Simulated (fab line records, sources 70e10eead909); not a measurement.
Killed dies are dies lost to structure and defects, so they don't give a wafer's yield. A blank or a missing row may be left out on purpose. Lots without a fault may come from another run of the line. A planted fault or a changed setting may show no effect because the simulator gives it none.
Which tool did it? | flow nand_harc | 13 lots, 39 wafers sampled, at 5 steps of a route of 1302

WHAT THE GAUGES READ, wafer by wafer
NHARC_END_SORT_01. Usual: defect_limited_yield 91.0 %, standard deviation 2.6; killed_at_array 57, standard deviation 17; killed_at_other 0.5, standard deviation 0.82; killed_at_periphery 4.0, standard deviation 2.8; killed_dies 61, standard deviation 18; killed_open 2.9, standard deviation 2; killed_short 2.3, standard deviation 1.7.
lot  | measured     | on        | defect_limited_yield (%) | killed_at_array | killed_at_other | killed_at_periphery | killed_dies | killed_open | killed_short | flag
L419 | day 34 12:46 | prober-01 | 95.3 92.3 94.1           | 31 41 35        | 0 2 2           | 1 9 3               | 32 52 40    | 4 4 0       | 0 5 1        |

WHICH TOOL RAN EACH LOT (tool, then ch and the chambers of the sampled wafers, then the start)
lot  | NHARC_THIN_TSV_PVD_19                   | NHARC_THIN_TSV_PVD_51                   | NHARC_THIN_TSV_ANNEAL_52         | NHARC_THIN_TSV_ETCH_59
L397 | pvd_sputter-02, day 24 13:54 or earlier | pvd_sputter-02, day 24 13:54 or earlier | rtp_anneal-02 ch 0, day 24 13:54 | rie_metal-03 ch 0,1, day 24 15:58
L396 | pvd_sputter-02, day 24 15:02 or earlier | pvd_sputter-02, day 24 15:02 or earlier | rtp_anneal-02 ch 0, day 24 15:02 | rie_metal-02 ch 0,1, day 24 17:16
L398 | pvd_sputter-01, day 24 23:35 or earlier | pvd_sputter-01, day 24 23:35 or earlier | rtp_anneal-01 ch 0, day 24 23:35 | rie_metal-03 ch 0,1, day 25 01:49
L400 | pvd_sputter-01, day 25 20:06 or earlier | pvd_sputter-01, day 25 20:06 or earlier | rtp_anneal-02 ch 0, day 25 20:06 | rie_metal-01 ch 0,1, day 25 22:13
L399 | pvd_sputter-01, day 26 00:34 or earlier | pvd_sputter-01, day 26 00:34 or earlier | rtp_anneal-01 ch 0, day 26 00:34 | rie_metal-03 ch 0,1, day 26 02:41
L403 | pvd_sputter-01, day 27 01:44 or earlier | pvd_sputter-01, day 27 01:44 or earlier | rtp_anneal-01 ch 0, day 27 01:44 | rie_metal-02 ch 0,1, day 27 03:58
L413 | pvd_sputter-03, day 30 03:11 or earlier | pvd_sputter-03, day 30 03:11 or earlier | rtp_anneal-02 ch 0, day 30 03:11 | rie_metal-01 ch 0,1, day 30 05:17
L411 | pvd_sputter-02, day 30 04:26 or earlier | pvd_sputter-02, day 30 04:26 or earlier | rtp_anneal-02 ch 0, day 30 04:26 | rie_metal-02 ch 1, day 30 06:32
L412 | pvd_sputter-02, day 30 10:28 or earlier | pvd_sputter-02, day 30 10:28 or earlier | rtp_anneal-01 ch 0, day 30 10:28 | rie_metal-02 ch 1, day 30 12:43
L414 | pvd_sputter-01, day 31 14:21 or earlier | pvd_sputter-01, day 31 14:21 or earlier | rtp_anneal-01 ch 0, day 31 14:21 | rie_metal-01 ch 0,1, day 31 16:38
L416 | pvd_sputter-02, day 32 17:20 or earlier | pvd_sputter-02, day 32 17:20 or earlier | rtp_anneal-02 ch 0, day 32 17:20 | rie_metal-03 ch 0,1, day 32 19:47
L419 | pvd_sputter-02, day 33 19:56 or earlier | pvd_sputter-02, day 33 19:56 or earlier | rtp_anneal-02 ch 0, day 33 19:56 | rie_metal-02 ch 0,1, day 33 22:01
L417 | pvd_sputter-03, day 33 21:18 or earlier | pvd_sputter-03, day 33 21:18 or earlier | rtp_anneal-02 ch 0, day 33 21:18 | rie_metal-03 ch 0,1, day 33 23:30
- NHARC_THIN_TSV_PVD_19: deposits TaN, target thk 20 nm.
- NHARC_THIN_TSV_PVD_51: deposits Cu, target thk 100 nm.
- NHARC_THIN_TSV_ANNEAL_52: time 90 s.
- NHARC_THIN_TSV_ETCH_59: etches the open film in Cl2/BCl3, target depth 880 nm, time 138.1 s.

WHAT THE TOOLS THEMSELVES READ (means of the sampled wafers that have a number; where no wafer has one, the mark that the record gives instead)
NHARC_THIN_TSV_PVD_19. Usual: throttle_valve_pct 29.6 %, standard deviation 1.2.
lot  | tool           | throttle_valve_pct (%) | flag
L397 | pvd_sputter-02 | 29.3                   |
L396 | pvd_sputter-02 | 28.7                   |
L398 | pvd_sputter-01 | 30.1                   |
L400 | pvd_sputter-01 | 29.7                   |
L399 | pvd_sputter-01 | 30.6                   |
L403 | pvd_sputter-01 | 29.8                   |
L413 | pvd_sputter-03 | 30.3                   |
L411 | pvd_sputter-02 | 28.5                   |
L412 | pvd_sputter-02 | 28.3                   |
L414 | pvd_sputter-01 | 29.8                   |
L416 | pvd_sputter-02 | 29.1                   |
L419 | pvd_sputter-02 | 28.5                   |
L417 | pvd_sputter-03 | 30.2                   |

NHARC_THIN_TSV_PVD_51. Usual: throttle_valve_pct 29.7 %, standard deviation 1.2.
lot  | tool           | throttle_valve_pct (%) | flag
L397 | pvd_sputter-02 | 28.8                   |
L396 | pvd_sputter-02 | 28.9                   |
L398 | pvd_sputter-01 | 30.0                   |
L400 | pvd_sputter-01 | 30.4                   |
L399 | pvd_sputter-01 | 30.0                   |
L403 | pvd_sputter-01 | 30.4                   |
L413 | pvd_sputter-03 | 30.2                   |
L411 | pvd_sputter-02 | 28.6                   |
L412 | pvd_sputter-02 | 28.2                   |
L414 | pvd_sputter-01 | 30.4                   |
L416 | pvd_sputter-02 | 28.5                   |
L419 | pvd_sputter-02 | 28.2                   |
L417 | pvd_sputter-03 | 29.7                   |

NHARC_THIN_TSV_ANNEAL_52. Usual: wafer_temp_C_max 226.5, standard deviation 0.38.
lot  | tool          | wafer_temp_C_max | flag
L397 | rtp_anneal-02 | 226.7            |
L396 | rtp_anneal-02 | 226.8            |
L398 | rtp_anneal-01 | 226.2            |
L400 | rtp_anneal-02 | 226.8            |
L399 | rtp_anneal-01 | 226.2            |
L403 | rtp_anneal-01 | 226.8            |
L413 | rtp_anneal-02 | 226.8            |
L411 | rtp_anneal-02 | 226.8            |
L412 | rtp_anneal-01 | 225.9            |
L414 | rtp_anneal-01 | 226.1            |
L416 | rtp_anneal-02 | 226.4            |
L419 | rtp_anneal-02 | 226.6            |
L417 | rtp_anneal-02 | 226.6            |

NHARC_THIN_TSV_ETCH_59. Usual: drypump_motor_current_A 5.6 A, standard deviation 0.58; he_backside_leak_sccm 3.39 sccm, standard deviation 0.16; oes_product_au 0.999 a.u., standard deviation 0.0087; run_length_s 159.2 s, standard deviation 0.46; throttle_valve_pct 22.265 %, standard deviation 0.0094.
lot  | tool         | drypump_motor_current_A (A) | he_backside_leak_sccm (sccm) | oes_product_au (a.u.) | run_length_s (s) | throttle_valve_pct (%) | flag
L397 | rie_metal-03 | 5.1                         | 3.32                         | 1.008                 | 159.4            | 22.266                 |
L396 | rie_metal-02 | 5.8                         | 3.30                         | 0.994                 | 158.7            | 22.266                 |
L398 | rie_metal-03 | 5.2                         | 3.42                         | 1.015                 | 159.5            | 22.265                 |
L400 | rie_metal-01 | 6.3                         | 3.20                         | 0.997                 | 159.4            | 22.272                 |
L399 | rie_metal-03 | 5.1                         | 3.43                         | 1.004                 | 159.5            | 22.259                 |
L403 | rie_metal-02 | 5.7                         | 3.41                         | 0.991                 | 158.9            | 22.265                 |
L413 | rie_metal-01 | 6.3                         | 3.43                         | 1.000                 | 159.6            | 22.273                 |
L411 | rie_metal-02 | 5.5                         | 3.41                         | 0.992                 | 196.5            | 22.258                 | OFF
L412 | rie_metal-02 | 5.5                         | 3.48                         | 0.998                 | 196.3            | 22.261                 | OFF
L414 | rie_metal-01 | 6.3                         | 3.29                         | 1.006                 | 159.5            | 22.269                 |
L416 | rie_metal-03 | 5.1                         | 3.35                         | 1.006                 | 159.3            | 22.264                 |
L419 | rie_metal-02 | 6.0                         | 3.27                         | 0.990                 | 158.9            | 22.258                 |
L417 | rie_metal-03 | 5.0                         | 3.39                         | 1.001                 | 159.5            | 22.262                 |

THE ANSWER, worked out from the rows above alone
Rule: a lot is off if the mean of its wafers that have a number lies more than 3 standard deviations from the usual mean. A lot without any number at a reading at which 4 lots or more have one is off too. The other lots that the step has rows for count as sound. The gauges are gone through in route order, then the tools' own readings, and for those a lot's mean is taken as printed above. The first step at which some lot is off is used, and at that step the reading that is off furthest; a lot without a number counts as furthest.
Off: L411, L412, at NHARC_THIN_TSV_ETCH_59 (run_length_s).
A tool fits if, at that step or a process step before it, it ran every lot that is off, and no sound lot after the first of them. NHARC_THIN_TSV_PVD_19 gives no start for some lots, so the hours and the order of its lots are those of NHARC_THIN_TSV_ANNEAL_52. NHARC_THIN_TSV_PVD_51 gives no start for some lots, so the hours and the order of its lots are those of NHARC_THIN_TSV_ANNEAL_52. None of those tried fits.

WHAT THE SIMULATOR HAD PUT IN
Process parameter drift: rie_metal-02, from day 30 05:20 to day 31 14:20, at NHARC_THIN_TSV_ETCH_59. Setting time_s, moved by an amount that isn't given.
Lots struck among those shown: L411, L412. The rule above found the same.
